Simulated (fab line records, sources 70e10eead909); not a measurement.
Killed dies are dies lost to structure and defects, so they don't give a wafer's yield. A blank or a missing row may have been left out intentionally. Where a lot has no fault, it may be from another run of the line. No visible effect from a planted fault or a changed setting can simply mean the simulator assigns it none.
Comparing a struck lot with a sound one / flow nand_harc / 20 steps out of a route of 1302
Sound: the wafers L634.1, L634.3, L634.6. The struck wafers were L633.3, L633.5, L633.6. The cause is named last.
At each step with rows: each side's tool, then ch and its chambers, then its first start. Under that, the readings that differ: sound wafers / struck wafers / difference of the means / sigmas: that difference in standard deviations of wafers without a fault.
alike: same words and numbers on both sides, and readings whose means sit less than 2 such deviations apart. not compared: any withheld reading, any reading some wafer has no value for, any bound like >300 that may hide the same value, and any number with overlapping values for which the record gives no deviation.
The two part at a step that has a row with sigmas, a row that says differs or no value, or rows on one side only. Non-overlapping numbers with no deviation appear without sigmas and do not part them. A reading missing from all wafers of one side parts the sides only when that side holds two or more wafers.

NHARC_P_GATE_CD_MEAS_59 targets a cd of 720 nm.
  sound on cd_sem-02 ch 0, day 7 05:55; struck on cd_sem-01 ch 0, day 6 16:58
  alike: cd_nm
then, 1 step without rows for these wafers: NHARC_P_GATE_HARDBAKE_60 (time 80 s).
NHARC_P_GATE_DESCUM_61: chemistry O2, time 3 s.
  sound on rie_diel-10 ch 0,2,3, day 7 06:06; struck on rie_diel-10 ch 2,3, day 6 17:08
  alike: drypump_motor_current_A, oes_product_au, rf_vpp_V, showerhead_plenum_p_Torr, throttle_valve_pct
  not compared: rf_hours_counter_h
next, for these wafers, 1 step has no rows: NHARC_P_GATE_IMPLANT_62.
NHARC_P_GATE_STRIP_112: strips in N2/H2, time 200 s.
  sound on plasma_asher-02 ch 0,1, day 7 06:31; struck on plasma_asher-02 ch 0,1, day 6 17:36
  alike: drypump_motor_current_A, heater_power_w, rf_refl_power_W
  not compared: rf_hours_counter_h
NHARC_P_GATE_STRIP_76: strips in O2.
  sound on plasma_asher-02 ch 0,1, day 7 06:44; struck on plasma_asher-02 ch 0,1, day 6 17:47
  alike: drypump_motor_current_A, heater_power_w, rf_refl_power_W
  not compared: rf_hours_counter_h
then, 6 steps without rows for these wafers: NHARC_P_GATE_STRIP_63 (strips in SPM, time 900 s); NHARC_P_GATE_DEHYDRATE_83 (time 120 s); NHARC_P_GATE_HMDS_84 (time 30 s); NHARC_P_GATE_COAT_85; NHARC_P_GATE_SOFTBAKE_86 (time 95 s); NHARC_P_GATE_EBR_87.
NHARC_P_GATE_EXPOSE_88: exposes mask P HVN, target cd 2000 nm.
  sound on krf_scanner-01 ch 0, day 7 07:30; struck on krf_scanner-02 ch 0, day 6 18:33
reading=mask; sound=P_HVN#0 P_HVN#0 P_HVN#0; struck=P_HVN_R1#0 P_HVN_R1#0 P_HVN_R1#0; difference=differs; sigmas=
then, 2 steps without rows for these wafers: NHARC_P_GATE_PEB_89 (peb time 85 s); NHARC_P_GATE_DEVELOP_90 (time 70 s).
NHARC_P_GATE_CD_MEAS_91 targets a cd of 2000 nm.
  sound on cd_sem-01 ch 0, day 7 07:39; struck on cd_sem-01 ch 0, day 6 18:42
reading=cd_nm (nm); sound=1999.1 2000.6 1999.0; struck=2024.5 2024.7 2027.9; difference=+26.1; sigmas=+15
then, 1 step without rows for these wafers: NHARC_P_GATE_HARDBAKE_92 (time 80 s).
NHARC_P_GATE_DESCUM_93: chemistry O2, time 3 s.
  sound on rie_diel-10 ch 2,3, day 7 07:49; struck on rie_diel-05 ch 0,3, day 6 18:52
reading=mfc_ar_sccm (sccm); sound=0 0 0; struck=0.026 0.030 0.026; difference=+0.027; sigmas=+2
reading=model.P_GATE.cd_nm (nm); sound=1999 2001 2000; struck=2025 2024 2028; difference=+26; sigmas=
  alike: drypump_motor_current_A, oes_product_au, rf_vpp_V, showerhead_plenum_p_Torr, throttle_valve_pct
  not compared: rf_hours_counter_h
next, for these wafers, 1 step has no rows: NHARC_P_GATE_IMPLANT_94.
-- the record jumps here: 19 days lie between the struck wafers' starts before and after (it left off in module P_GATE and takes up again in module END, whose first step shown is number 1302 of the route) --
NHARC_END_SORT_01:
  only the struck wafers appear in the record here, on prober-01 ch 0 at day 25 10:18; the sound ones have no rows

== WHERE THEY PART ==
Earliest at NHARC_P_GATE_EXPOSE_88; latest, in this record, at NHARC_END_SORT_01.

WHY: what had been put in by the simulator
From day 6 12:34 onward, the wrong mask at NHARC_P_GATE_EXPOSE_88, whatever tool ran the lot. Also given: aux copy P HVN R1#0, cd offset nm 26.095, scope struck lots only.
